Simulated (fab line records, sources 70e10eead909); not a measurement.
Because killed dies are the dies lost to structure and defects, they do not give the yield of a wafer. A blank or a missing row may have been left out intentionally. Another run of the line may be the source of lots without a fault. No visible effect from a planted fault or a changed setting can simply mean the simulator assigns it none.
Matching of chambers ; flow nand_harc ; NHARC_A_M1_ETCH_35 on rie_diel-10: 4 sister chambers
The step etches the open film in N2/H2, target depth 40 nm, overetch 12 nm, time 43.94 s. 4 wafers are shown with their chamber, then 7 later ones without.

== WAFERS PAIRED WITH THEIR CHAMBERS ==
wafer;chamber;drypump_motor_current_A (A)
L079.2;2;4.8
L087.4;1;5.3
L089.2;0;6.6
L089.3;3;5.1

== WAFERS WITHOUT THEIR CHAMBER ==
wafer;drypump_motor_current_A (A)
L089.6;5.2
L090.1;6.6
L090.3;5.2
L090.5;6.6
L094.1;6.5
L094.4;5.2
L094.6;6.6

== WHICH CHAMBER EACH WENT THROUGH ==
wafer;from the rows above;in truth
L089.6;can't be placed: 1 or 3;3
L090.1;0;0
L090.3;can't be placed: 1 or 3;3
L090.5;0;0
L094.1;0;0
L094.4;can't be placed: 1 or 3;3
L094.6;0;0
Correct placement for 4 of the 7. Cannot be placed on the basis of these rows: 3; the candidates contain the true chamber in 3. Number placed wrongly: 0.
How it was worked out, from the rows above alone: a wafer's distance from a chamber is the root of the sum, over the readings, of the square of ((its reading less the chamber's mean) divided by the reading's scatter). If the next closest chamber is less than 2 further off than the closest, the wafer can't be placed; otherwise it belongs to the closest. A chamber's mean is the mean of its shown wafers. The scatter: root of mean squared gap, hidden wafer to nearest shown wafer, with one shown wafer a chamber.
